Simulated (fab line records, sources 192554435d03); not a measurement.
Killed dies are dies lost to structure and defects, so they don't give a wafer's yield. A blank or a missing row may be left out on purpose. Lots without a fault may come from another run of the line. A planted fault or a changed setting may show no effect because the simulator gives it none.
fab line records | flow n5_finfet
record lots=7 wafers=21
route steps=1938 shown BEOL_M10@1480 BEOL_M11@1536 BEOL_M12@1637
start_h: hours from the record's first day to the start of the lot's first wafer shown | wait_h: hours since the lot's step before | " the same as in the row above | L1.1+2: a row that stands for several wafers | - no value, or no start given | * or withheld: withheld | < > ~ a bound
route shown NAME@n: a module of which the file shows steps, and the number in the route of the first | usual: mean/standard deviation of fault-free wafers | same: alike in all rows | chamber/n: place in a boat | sites: the reading at each site | _std_site: their standard deviation | _edge_site: outer sites' mean less inner sites' | radius_mm: how far each site lies from the wafer's centre | mask NAME#n: copy n | behind: the tool/chamber that last shaped the wafer | hold: why the lot was held/for how many hours/how that ended | device: the transistor (n, p or np) that didn't switch | end of line: the same wafers' tests at the end of the route | a step without rows: its recipe alone | killed: dies lost to structure and defects at the first sort, not the wafer's yield | map: a wafer's dies, x killed, . not, _ none there
set.NAME: the setting as run; set.NAME@STEP: as run at that earlier step | model.NAME: the simulator's own value behind a step, which no gauge read
lots whose settings were changed on purpose; a table a step, a row a wafer
## steps
# step N5_BEOL_M10_EXPOSE_08
# recipe mask_id=M10 na=1.35 source_shape=dipole sigma_inner=0.411 sigma_outer=0.611 polarization=te dose_mj=53.75
# columns lot.wafer tool chamber start_h wait_h mask set.dose_mj
L077.2+5 arfi_scanner-03 0 260.05 - M10#0 53.75
L077.6 " 0 " " M10#0 49.84
L080.2+3+5 arfi_scanner-03 0 266.39 - M10#0 53.75
L085.2+3+5 arfi_scanner-02 0 296.96 - M10#0 53.75
L090.2+4+6 arfi_scanner-02 0 319.82 - M10#0 53.75
L093.1+6 arfi_scanner-01 0 337.04 - M10#0 53.75
L093.5 " 0 " " M10#0 56.4
L096.3+6 arfi_scanner-03 0 357.51 - M10#0 54.98
L096.4 " 0 " " M10#0 53.75
L097.3 arfi_scanner-03 0 371.17 - M10#0 57.18
L097.5+6 " 0 " " M10#0 53.75
# step N5_BEOL_M10_PEB_09
# recipe peb_temp_c=withheld peb_time_s=60 resist=CAR-ArF
# step N5_BEOL_M10_DEVELOP_10
# recipe develop_time_s=30 developer=TMAH resist=CAR-ArF rinse_liquid=diw dry=air_spin dev_temp_c=23
# columns lot.wafer tool chamber start_h wait_h set.spin_rpm@BEOL_M10_COAT_05 model.CAR-ArF_of_BEOL_M10_COAT_05.thk_nm
L077.2 litho_track-03 0 - - 1500 88.4
L077.5 " 0 " " 1633 84.6
L077.6 " 0 " " 1500 88.6
L080.2 litho_track-03 0 - - 1434 90.2
L080.3 " 0 " " 1500 88.4
L080.5 " 0 " " 1434 90.4
L085.2 litho_track-03 0 - - 1500 88
L085.3 " 0 " " 1500 88.6
L085.5 " 0 " " 1500 88.4
L090.2+4+6 litho_track-03 0 - - 1500 88.4
L093.1 litho_track-02 0 - - 1500 88
L093.5 " 0 " " 1619 84.6
L093.6 " 0 " " 1619 84.8
L096.3+6 litho_track-05 0 - - 1433 90.6
L096.4 " 0 " " 1500 88.4
L097.3 litho_track-03 0 - - 1665 83.2
L097.5 " 0 " " 1500 87.8
L097.6 " 0 " " 1500 87.6
# step N5_BEOL_M10_CD_MEAS_11
# recipe target_cd_nm=64.1 landing_energy_ev=500 detector=se_inlens polarity=opening
# usual cd_nm=64.2/0.72
# columns lot.wafer tool chamber start_h wait_h set.dose_mj@BEOL_M10_EXPOSE_08 cd_nm
L077.2 cd_sem-02 0 260.18 - 53.75 64.8
L077.5 " 0 " " 53.75 65.3
L077.6 " 0 " " 49.84 60.7
L080.2 cd_sem-01 0 266.52 - 53.75 64.8
L080.3 " 0 " " 53.75 65.4
L080.5 " 0 " " 53.75 65.1
L085.2 cd_sem-02 0 297.09 - 53.75 64.9
L085.3 " 0 " " 53.75 64.6
L085.5 " 0 " " 53.75 64.3
L090.2 cd_sem-03 0 319.94 - 53.75 64.7
L090.4 " 0 " " 53.75 64.7
L090.6 " 0 " " 53.75 64.9
L093.1 cd_sem-01 0 337.17 - 53.75 64.0
L093.5 " 0 " " 56.4 67.5
L093.6 " 0 " " 53.75 64.6
L096.3 cd_sem-03 0 357.63 - 54.98 65.4
L096.4 " 0 " " 53.75 62.9
L096.6 " 0 " " 54.98 64.7
L097.3 cd_sem-02 0 371.29 - 57.18 67.2
L097.5 " 0 " " 53.75 63.8
L097.6 " 0 " " 53.75 63.7
# step N5_BEOL_M10_DESCUM_16
# recipe chemistry=O2 time_s=7.9 source_power_w=50 bias_power_w=20 pressure_mtorr=20 rf_frequency_hz=2.712e+07 temp_c=40 resist=CAR-ArF o2_flow_sccm=225
# columns lot.wafer tool chamber start_h wait_h set.spin_rpm@BEOL_M10_COAT_05 model.CAR-ArF_of_BEOL_M10_COAT_05.thk_nm
L077.2 rie_diel-02 0 261.51 1.3 1500 83.6
L077.5 " 1 " " 1633 80
L077.6 " 2 " " 1500 84
L080.2 rie_diel-02 2 267.69 1.1 1434 85.4
L080.3 " 0 " " 1500 83.6
L080.5 " 1 " " 1434 85.6
L085.2 rie_diel-01 2 297.17 0.0 1500 83.2
L085.3 " 0 " " 1500 83.6
L085.5 " 3 " " 1500 83.4
L090.2 rie_diel-02 2 320.03 0.0 1500 83.6
L090.4+6 " 1,2 " " 1500 83.8
L093.1 rie_diel-02 2 337.32 0.1 1500 83.2
L093.5 " 3 " " 1619 79.8
L093.6 " 1 " " 1619 80.2
L096.3+6 rie_diel-05 3,2 357.71 0.0 1433 85.8
L096.4 " 0 " " 1500 83.6
L097.3 rie_diel-02 0 371.38 0.0 1665 78.4
L097.5 " 2 " " 1500 83.2
L097.6 " 3 " " 1500 82.6
# step N5_BEOL_M10_ETCH_61
# recipe chemistry=CF4 target=SiARC target_depth_a=390 mask_material=CAR-ArF time_s=65 ion_energy_ev=80 pressure_mtorr=40 source_w=545 bias_w=36 Ar_flow_sccm=100 cf4_flow_sccm=100 ends=cleared
# columns lot.wafer tool chamber start_h wait_h set.dose_mj@BEOL_M10_EXPOSE_08 model.BEOL_M10.cd_offset_nm
L077.2+5 rie_diel-02 0,1 261.54 0.0 53.75 1
L077.6 " 2 " " 49.84 -3.4
L080.2 rie_diel-02 2 267.72 0.0 53.75 0.6
L080.3 " 0 " " 53.75 1
L080.5 " 1 " " 53.75 0.4
L085.2 rie_diel-01 2 297.21 0.0 53.75 0
L085.3 " 0 " " 53.75 0.6
L085.5 " 3 " " 53.75 0.4
L090.2+4 rie_diel-02 2,1 320.06 0.0 53.75 0.6
L090.6 " 2 " " 53.75 1
L093.1 rie_diel-02 2 337.36 0.0 53.75 -0.2
L093.5 " 3 " " 56.4 3.2
L093.6 " 1 " " 53.75 0.4
L096.3+6 rie_diel-05 3,2 357.75 0.0 54.98 0.8
L096.4 " 0 " " 53.75 -1.6
L097.3 rie_diel-02 0 371.41 0.0 57.18 3.4
L097.5 " 2 " " 53.75 0
L097.6 " 3 " " 53.75 -0.6
# step N5_BEOL_M10_ETCH_62
# recipe chemistry=N2/H2 target=SOC target_depth_a=1100 overetch_a=220 mask_material=SiARC temp_c=40 time_s=165 ion_energy_ev=200 pressure_mtorr=30 source_w=840 bias_w=150 n2_flow_sccm=200 h2_flow_sccm=200
# columns lot.wafer tool chamber start_h wait_h set.dose_mj@BEOL_M10_EXPOSE_08 model.BEOL_M10.cd_offset_nm
L077.2 rie_diel-02 0 261.59 0.0 53.75 1.6
L077.5 " 1 " " 53.75 0.4
L077.6 " 2 " " 49.84 -3.8
L080.2+5 rie_diel-02 2,1 267.77 0.0 53.75 0.2
L080.3 " 0 " " 53.75 1.4
L085.2 rie_diel-01 2 297.26 0.0 53.75 0
L085.3 " 0 " " 53.75 0.6
L085.5 " 3 " " 53.75 0.2
L090.2 rie_diel-02 2 320.11 0.0 53.75 0.4
L090.4 " 1 " " 53.75 -0.4
L090.6 " 2 " " 53.75 0.8
L093.1 rie_diel-02 2 337.41 0.0 53.75 0
L093.5 " 3 " " 56.4 3.6
L093.6 " 1 " " 53.75 -0.2
L096.3 rie_diel-05 3 357.80 0.0 54.98 0.8
L096.4 " 0 " " 53.75 -1.8
L096.6 " 2 " " 54.98 0.6
L097.3 rie_diel-02 0 371.46 0.0 57.18 3.6
L097.5 " 2 " " 53.75 0
L097.6 " 3 " " 53.75 -0.2
# step N5_BEOL_M10_STRIP_68
# recipe chemistry=N2/H2 temp_c=40 n2_flow_sccm=200 h2_flow_sccm=200 rf_frequency_hz=6e+07
# step N5_BEOL_M10_STRIP_67
# recipe chemistry=CF4 resist=SiARC power_w=300 bias_power_w=75 pressure_mtorr=50 cf4_flow_sccm=150 rf_frequency_hz=6e+07
# step N5_BEOL_M10_HM_OPEN_17
# recipe chemistry=Cl2/BCl3 target_depth_a=200 overetch_a=60 target=TiN mask_material=SOC ion_energy_ev=150 pressure_mtorr=10 icp_w=1000 bias_w=126 Cl2_flow_sccm=53.25 bcl3_flow_sccm=21.75 Ar_flow_sccm=25
# step N5_BEOL_M10_STRIP_19
# recipe chemistry=O2 power_w=400 temp_c=40 pressure_mtorr=30 rf_frequency_hz=6e+07 bias_power_w=0 overash_fraction=0.2 o2_flow_sccm=225
# step N5_BEOL_M10_CD_MEAS_18
# recipe pitch_nm=140 target_cd_nm=70
# usual cd_nm=70.1/0.87
# columns lot.wafer tool chamber start_h wait_h set.dose_mj@BEOL_M10_EXPOSE_08 cd_nm
L077.2 cd_sem-03 - 262.22 0.1 53.75 71.4
L077.5 " - " " 53.75 70.2
L077.6 " - " " 49.84 65.9
L080.2 cd_sem-02 - 268.26 0.1 53.75 70.0
L080.3 " - " " 53.75 71.6
L080.5 " - " " 53.75 70.1
L085.2 cd_sem-03 - 297.63 0.1 53.75 70.3
L085.3 " - " " 53.75 70.8
L085.5 " - " " 53.75 71.0
L090.2 cd_sem-01 - 320.58 0.1 53.75 70.4
L090.4 " - " " 53.75 69.4
L090.6 " - " " 53.75 71.2
L093.1 cd_sem-02 - 337.82 0.0 53.75 70.2
L093.5 " - " " 56.4 73.8
L093.6 " - " " 53.75 69.9
L096.3 cd_sem-01 - 358.17 0.1 54.98 70.9
L096.4 " - " " 53.75 68.2
L096.6 " - " " 54.98 70.8
L097.3 cd_sem-03 - 371.93 0.1 57.18 73.7
L097.5 " - " " 53.75 70.5
L097.6 " - " " 53.75 70.3
# step N5_BEOL_M10_COAT_63
# recipe resist=SOC temp_c=250 time_s=60 spin_rpm=1500 resist_thk_nm=100
# step N5_BEOL_M10_COAT_64
# recipe resist=SiARC temp_c=220 time_s=60 spin_rpm=1500 resist_thk_nm=30
# step N5_BEOL_M10_PRECLEAN_42
# recipe chemistry=residue_remover time_s=60 temp_c=40
# step N5_BEOL_M10_SRD_43
# recipe time_s=30 temp_c=23 rinse_liquid=diw dry=ipa_marangoni
# step N5_BEOL_M10_CD_MEAS_35
# recipe target_cd_nm=70 polarity=opening
# usual cd_nm=70.1/0.88
# columns lot.wafer tool chamber start_h wait_h set.dose_mj@BEOL_M10_EXPOSE_08 cd_nm
L077.2 cd_sem-02 - 263.39 0.0 53.75 71.7
L077.5 " - " " 53.75 70.6
L077.6 " - " " 49.84 66.0
L080.2 cd_sem-03 - 269.98 0.0 53.75 70.4
L080.3 " - " " 53.75 71.5
L080.5 " - " " 53.75 69.9
L085.2 cd_sem-02 - 298.94 0.0 53.75 70.2
L085.3 " - " " 53.75 70.2
L085.5 " - " " 53.75 70.2
L090.2 cd_sem-02 - 321.73 0.0 53.75 70.1
L090.4 " - " " 53.75 69.4
L090.6 " - " " 53.75 70.7
L093.1 cd_sem-01 - 341.78 0.0 53.75 70.2
L093.5 " - " " 56.4 73.9
L093.6 " - " " 53.75 69.6
L096.3 cd_sem-02 - 360.27 0.0 54.98 70.7
L096.4 " - " " 53.75 68.5
L096.6 " - " " 54.98 70.6
L097.3 cd_sem-03 - 374.14 0.0 57.18 73.9
L097.5 " - " " 53.75 70.2
L097.6 " - " " 53.75 70.1
# step N5_BEOL_M11_ILD_DEP_00
# recipe material=SiCOH_lowk target_thk_a=3085.1 temp_c=300 precursor=DEMS/porogen pressure_torr=5 rf_w=500 time_s=58
# columns lot.wafer tool chamber start_h wait_h set.time_s model.SiCOH_lowk_of_BEOL_M11_ILD_DEP_00.thk_nm
L077.2 pecvd-03 1 267.21 0.0 49.4 270.8
L077.5 " 0 " " 58 319.8
L077.6 " 2 " " 58 306.8
L080.2 pecvd-03 1 272.39 0.0 58 307.6
L080.3 " 0 " " 62.98 338
L080.5 " 0 " " 62.98 341.6
L085.2 pecvd-04 2 301.64 0.0 58 306.8
L085.3 " 0 " " 58 299.6
L085.5 " 2 " " 58 317.6
L090.2 pecvd-04 2 324.34 0.0 58 307.2
L090.4 " 1 " " 54.32 288
L090.6 " 0 " " 58 302.8
L093.1 pecvd-04 2 344.52 0.0 65.52 349
L093.5 " 2 " " 65.52 353.6
L093.6 " 0 " " 65.52 343.8
L096.3 pecvd-03 1 363.05 0.0 53.52 286.6
L096.4 " 2 " " 58 301.6
L096.6 " 0 " " 53.52 289.2
L097.3 pecvd-03 0 376.59 0.0 55.41 301.8
L097.5 " 0 " " 58 318.6
L097.6 " 2 " " 55.41 297.8
# step N5_BEOL_M11_CURE_71
# recipe temp_c=385 time_s=240 ambient=He/Ar material=SiCOH_lowk
# columns lot.wafer tool chamber start_h wait_h set.time_s@BEOL_M11_ILD_DEP_00 model.SiCOH_lowk_of_BEOL_M11_ILD_DEP_00.thk_nm
L077.2 uv_cure-02 1 267.37 0.1 49.4 234.8
L077.5 " 1 " " 58 278
L077.6 " 1 " " 58 266.4
L080.2 uv_cure-03 1 273.04 0.6 58 267.2
L080.3 " 1 " " 62.98 294.2
L080.5 " 1 " " 62.98 297.2
L085.2 uv_cure-03 2 301.79 0.1 58 266.4
L085.3 " 2 " " 58 260.2
L085.5 " 2 " " 58 276
L090.2 uv_cure-02 0 324.50 0.1 58 266.8
L090.4 " 0 " " 54.32 250
L090.6 " 0 " " 58 263
L093.1 uv_cure-01 0 344.99 0.4 65.52 303.8
L093.5 " 0 " " 65.52 307.8
L093.6 " 0 " " 65.52 299.2
L096.3 uv_cure-02 1 363.29 0.2 53.52 248.6
L096.4 " 1 " " 58 262
L096.6 " 1 " " 53.52 251
L097.3 uv_cure-03 0 376.83 0.2 55.41 262
L097.5 " 0 " " 58 276.8
L097.6 " 0 " " 55.41 258.6
# step N5_BEOL_M11_THK_MEAS_01
# recipe reads=SiCOH_lowk_of_BEOL_M11_ILD_DEP_00
# usual M11_ILD_THK=269/4.9
# columns lot.wafer tool chamber start_h wait_h set.time_s@BEOL_M11_ILD_DEP_00 M11_ILD_THK[nm]
L077.2 film_metro-01 - 267.82 0.4 49.4 235
L077.5 " - " " 58 278
L077.6 " - " " 58 267
L080.2 film_metro-02 - 273.47 0.4 58 267
L080.3 " - " " 62.98 294
L080.5 " - " " 62.98 297
L085.2 film_metro-02 - 302.23 0.4 58 267
L085.3 " - " " 58 260
L085.5 " - " " 58 276
L090.2 film_metro-02 - 324.93 0.4 58 267
L090.4 " - " " 54.32 250
L090.6 " - " " 58 263
L093.1 film_metro-02 - 345.98 0.8 65.52 304
L093.5 " - " " 65.52 308
L093.6 " - " " 65.52 299
L096.3 film_metro-02 - 363.64 0.3 53.52 249
L096.4 " - " " 58 262
L096.6 " - " " 53.52 251
L097.3 film_metro-01 - 377.19 0.3 55.41 262
L097.5 " - " " 58 277
L097.6 " - " " 55.41 259
# step N5_BEOL_M11_COAT_05
# recipe resist=CAR-ArF spin_rpm=1500 resist_thk_nm=90
# columns lot.wafer tool chamber start_h wait_h set.spin_rpm model.CAR-ArF_of_BEOL_M11_COAT_05.thk_nm
L077.2 litho_track-02 0 - - 1428 92.4
L077.5 " 0 " " 1500 90.2
L077.6 " 0 " " 1428 92.2
L080.2 litho_track-01 0 - - 1500 89.8
L080.3 " 0 " " 1366 94.2
L080.5 " 0 " " 1500 90
L085.2+3+5 litho_track-01 0 - - 1500 90
L090.2 litho_track-01 0 - - 1500 90.2
L090.4 " 0 " " 1662 85.8
L090.6 " 0 " " 1500 90
L093.1 litho_track-02 0 - - 1500 90
L093.5 " 0 " " 1376 94
L093.6 " 0 " " 1500 89.8
L096.3+6 litho_track-02 0 - - 1500 90
L096.4 " 0 " " 1500 89.8
L097.3+5 litho_track-01 0 - - 1500 90.6
L097.6 " 0 " " 1599 87.4
# step N5_BEOL_M11_EBR_07
# recipe solvent=PGMEA ebr_width_mm=1.5
# step N5_BEOL_M11_SOFTBAKE_06
# recipe temp_c=110 time_s=60 resist=CAR-ArF
# step N5_BEOL_M11_DESCUM_16
# recipe chemistry=O2 time_s=7.9 source_power_w=50 bias_power_w=20 pressure_mtorr=20 rf_frequency_hz=2.712e+07 temp_c=40 resist=CAR-ArF o2_flow_sccm=225
# columns lot.wafer tool chamber start_h wait_h set.spin_rpm@BEOL_M11_COAT_05 model.CAR-ArF_of_BEOL_M11_COAT_05.thk_nm
L077.2 rie_diel-06 1 269.64 0.0 1428 86
L077.5 " 3 " " 1500 83.6
L077.6 " 1 " " 1428 85.8
L080.2+5 rie_diel-06 0 276.35 0.1 1500 83.4
L080.3 " 3 " " 1366 87.6
L085.2+3+5 rie_diel-03 1,0,1 304.09 0.1 1500 83.6
L090.2 rie_diel-06 0 326.53 0.0 1500 83.8
L090.4 " 3 " " 1662 79.2
L090.6 " 1 " " 1500 83.6
L093.1 rie_diel-03 0 347.60 1.0 1500 83.6
L093.5 " 0 " " 1376 87.6
L093.6 " 3 " " 1500 83.2
L096.3+6 rie_diel-06 0,1 365.48 0.0 1500 83.6
L096.4 " 3 " " 1500 83.4
L097.3 rie_diel-04 2 378.38 0.0 1500 83.8
L097.5 " 1 " " 1500 84
L097.6 " 2 " " 1599 80.6
# step N5_BEOL_M12_ETCH_68
# recipe chemistry=N2/H2 target=SOC mask_material=SiARC source_w=3000 bias_w=350 temp_c=40 time_s=285 ion_energy_ev=200 pressure_mtorr=30 n2_flow_sccm=200 h2_flow_sccm=200
# columns lot.wafer tool chamber start_h wait_h set.time_s model.SiARC_of_BEOL_M12_COAT_66.thk_nm
L077.2 rie_diel-05 1 276.15 0.1 285 86.6
L077.5 " 1 " " 285 86.8
L077.6 " 0 " " 285 85.8
L080.2 rie_diel-02 1 285.50 0.1 285 85.4
L080.3+5 " 0 " " 251.1 88.4
L085.2 rie_diel-05 0 310.11 0.1 285 86.2
L085.3 " 3 " " 285 86
L085.5 " 0 " " 285 85.8
L090.2 rie_diel-02 2 334.40 0.1 338 81.2
L090.4 " 1 " " 338 80.8
L090.6 " 3 " " 285 85.6
L093.1 rie_diel-01 0 355.51 0.1 285 85.4
L093.5 " 3 " " 317.6 83.4
L093.6 " 1 " " 317.6 82.8
L096.3 rie_diel-05 0 373.58 0.1 250.9 89.4
L096.4 " 2 " " 250.9 88.6
L096.6 " 2 " " 285 85.6
L097.3 rie_diel-02 3 385.80 0.1 285 86
L097.5+6 " 2,1 " " 285 85.8
# step N5_BEOL_M12_ETCH_38
# recipe chemistry=CF4/N2 target=SiCN target_depth_a=687 taper_deg=2 time_s=73.4 ion_energy_ev=150 mask_material=SiO2 pressure_mtorr=40 source_w=430 bias_w=70 Ar_flow_sccm=100 cf4_flow_sccm=60 n2_flow_sccm=60
# columns lot.wafer tool chamber start_h wait_h set.time_s model.etch.depth_nm
L077.2 rie_diel-02 0 276.62 - 73.4 58.88
L077.5 " 2 " " 73.4 55.86
L077.6 " 0 " " 73.4 59.08
L080.2 rie_diel-01 3 287.33 - 84.59 68.52
L080.3 " 2 " " 84.59 68.04
L080.5 " 2 " " 84.59 67.85
L085.2 rie_diel-01 0 311.97 - 73.4 60.26
L085.3 " 1 " " 73.4 59.66
L085.5 " 3 " " 73.4 58.72
L090.2 rie_diel-01 0 337.79 - 73.4 60.76
L090.4 " 2 " " 84.3 66.59
L090.6 " 1 " " 84.3 68.09
L093.1 rie_diel-02 1 356.58 - 59.96 45.71
L093.5 " 1 " " 73.4 55.67
L093.6 " 3 " " 73.4 60.06
L096.3 rie_diel-05 0 374.21 - 73.4 54.98
L096.4 " 3 " " 73.4 57.02
L096.6 " 2 " " 73.4 60.45
L097.3 rie_diel-02 0 387.80 - 73.4 60.77
L097.5 " 0 " " 87.57 73.22
L097.6 " 3 " " 87.57 72.03
## key
split step=N5_BEOL_M10_EXPOSE_08 setting=dose_mj stated=53.75 by=wafer
response step=N5_BEOL_M10_CD_MEAS_11 reading=cd_nm change=+0.603 per=1% r=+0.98
response step=N5_BEOL_M10_ETCH_61 reading=model.BEOL_M10.cd_offset_nm change=+0.62 per=1% r=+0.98
response step=N5_BEOL_M10_ETCH_62 reading=model.BEOL_M10.cd_offset_nm change=+0.67 per=1% r=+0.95
response step=N5_BEOL_M10_CD_MEAS_18 reading=cd_nm change=+0.654 per=1% r=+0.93
response step=N5_BEOL_M10_CD_MEAS_35 reading=cd_nm change=+0.697 per=1% r=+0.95
split step=N5_BEOL_M11_ILD_DEP_00 setting=time_s stated=58 by=wafer
response step=N5_BEOL_M11_ILD_DEP_00 reading=model.SiCOH_lowk_of_BEOL_M11_ILD_DEP_00.thk_nm change=+2.91 per=1% r=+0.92
response step=N5_BEOL_M11_CURE_71 reading=model.SiCOH_lowk_of_BEOL_M11_ILD_DEP_00.thk_nm change=+2.57 per=1% r=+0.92
response step=N5_BEOL_M11_THK_MEAS_01 reading=M11_ILD_THK change=+2.57 per=1% r=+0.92
split step=N5_BEOL_M11_COAT_05 setting=spin_rpm stated=1500 by=wafer
response step=N5_BEOL_M11_COAT_05 reading=model.CAR-ArF_of_BEOL_M11_COAT_05.thk_nm change=-0.452 per=1% r=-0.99
response step=N5_BEOL_M11_DESCUM_16 reading=model.CAR-ArF_of_BEOL_M11_COAT_05.thk_nm change=-0.464 per=1% r=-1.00
split step=N5_BEOL_M12_ETCH_68 setting=time_s stated=285 by=wafer
response step=N5_BEOL_M12_ETCH_68 reading=model.SiARC_of_BEOL_M12_COAT_66.thk_nm change=-0.247 per=1% r=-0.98
split step=N5_BEOL_M12_ETCH_38 setting=time_s stated=73.4 by=wafer
response step=N5_BEOL_M12_ETCH_38 reading=model.etch.depth_nm change=+0.591 per=1% r=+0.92
split outside_this_file step=N5_BEOL_M10_COAT_05 setting=spin_rpm
# split outside_this_file: this setting was split too, and the file shows its column; the key of that split is in another file
